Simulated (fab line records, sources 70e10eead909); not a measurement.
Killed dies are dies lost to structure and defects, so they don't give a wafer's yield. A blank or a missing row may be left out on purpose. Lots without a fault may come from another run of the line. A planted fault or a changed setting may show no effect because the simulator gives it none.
A struck lot beside a sound one | flow nand_harc | 15 steps out of a route of 1302
Sound: wafers L215.3, L215.4, L215.6. Struck: wafers L216.2, L216.4, L216.5. The cause comes at the end.
At each step with rows: each side's tool, then ch and its chambers, then its first start. Under that, the readings that differ: sound wafers | struck wafers | difference of the means | sigmas: that difference in standard deviations of wafers without a fault.
alike: readings whose means differ by less than 2 such deviations, and words and numbers that are the same on both sides. not compared: withheld readings, readings that some wafer has no value for, bounds like >300 that may hide the same value, and numbers for which the record gives no deviation and whose values overlap.
The two part at a step that has a row with sigmas, a row that says differs or no value, or rows on one side only. Numbers that don't overlap but have no deviation are shown without sigmas and don't part them. A reading that every wafer of one side lacks parts them only if that side has two wafers or more.

NHARC_A_CHANNEL_HOLE_D2_ETCH_20: etches the open film in C4F8/O2/Ar, time 361.9 s, target depth 1600 nm.
  sound on har_etch-01 ch 0,1, day 13 17:45; struck on har_etch-01 ch 0,1, day 13 21:48
  alike: drypump_motor_current_A, showerhead_plenum_p_Torr, temp_c, throttle_valve_pct
  not compared: rf_hours_counter_h
NHARC_A_CHANNEL_HOLE_D2_ETCH_21: etches the open film in C4F8/O2/Ar, time 514.3 s, target depth 1600 nm.
  sound on har_etch-01 ch 0,1, day 13 18:07; struck on har_etch-01 ch 0,1, day 13 22:07
  alike: drypump_motor_current_A, showerhead_plenum_p_Torr, temp_c, throttle_valve_pct
  not compared: rf_hours_counter_h
then, 1 step without rows for these wafers: NHARC_A_CHANNEL_HOLE_D2_ETCH_22 (etches the open film in C4F8/O2/Ar, time 666.7 s, target depth 1600 nm).
NHARC_A_CHANNEL_HOLE_D2_ETCH_23: etches the open film in C4F8/O2/Ar, time 819 s, target depth 1600 nm.
  sound on har_etch-01 ch 0,1, day 13 19:11; struck on har_etch-01 ch 0,1, day 13 23:07
  alike: drypump_motor_current_A, showerhead_plenum_p_Torr, temp_c, throttle_valve_pct
  not compared: rf_hours_counter_h
then, 2 steps without rows for these wafers: NHARC_A_CHANNEL_HOLE_D2_ETCH_24 (etches the open film in C4F8/O2/Ar, time 906.2 s, target depth 1500 nm); NHARC_A_CHANNEL_HOLE_D2_ETCH_25 (etches the open film in C4F8/O2/Ar, time 1040.2 s, target depth 1500 nm).
NHARC_A_CHANNEL_HOLE_D2_ETCH_26: etches the open film in C4F8/O2/Ar, time 224.1 s, target depth 300 nm.
  sound on har_etch-01 ch 0,1, day 13 21:22; struck on har_etch-01 ch 0,1, day 14 01:28
  alike: drypump_motor_current_A, showerhead_plenum_p_Torr, temp_c, throttle_valve_pct
  not compared: rf_hours_counter_h
NHARC_A_CHANNEL_HOLE_D2_ETCH_27: etches the open film in C4F8/O2/Ar, time 90 s, target depth 400 nm.
  sound on har_etch-01 ch 0,1, day 13 21:34; struck on har_etch-01 ch 0,1, day 14 01:40
  alike: drypump_motor_current_A, showerhead_plenum_p_Torr, temp_c, throttle_valve_pct
  not compared: rf_hours_counter_h
then, 4 steps without rows for these wafers: NHARC_A_CHANNEL_HOLE_D2_STRIP_41 (strips in N2/H2); NHARC_A_CHANNEL_HOLE_D2_STRIP_42 (strips in CF4/CHF3); NHARC_A_CHANNEL_HOLE_D2_STRIP_43 (strips in O2/COS); NHARC_A_CHANNEL_HOLE_D2_ETCH_44 (etches the open film in CF4/O2, target depth 140 nm, overetch 14 nm, time 77 s).
NHARC_A_CHANNEL_HOLE_D2_STRIP_28: strips in O2.
  sound on rie_diel-11 ch 0,1,3, day 13 22:24; struck on rie_diel-11 ch 0,1, day 14 02:31
  no value came back on the struck wafers for any of 7 readings (bias_w (W), chamber_pressure_mTorr (mTorr) and others); on the sound wafers bias_w (W) reads 0 0 0
  not compared: rf_hours_counter_h
then, 1 step without rows for these wafers: NHARC_A_CHANNEL_HOLE_D2_PRECLEAN_29 (cleans in SC1).
-- the record jumps here: 11 days lie between the struck wafers' starts before and after (it left off in module A_CHANNEL_HOLE_D2 and takes up again in module END, whose first step shown is number 1302 of the route) --
NHARC_END_SORT_01:
  the record has rows for the struck wafers here (prober-01 ch 0, day 24 21:31) and none for the sound ones

WHERE THEY PART
First at NHARC_A_CHANNEL_HOLE_D2_STRIP_28; last, within this record, at NHARC_END_SORT_01.

WHY: what the simulator had put in
Skipped step whole: rie_diel-11, from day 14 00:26 on, at NHARC_A_CHANNEL_HOLE_D2_STRIP_28. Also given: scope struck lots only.
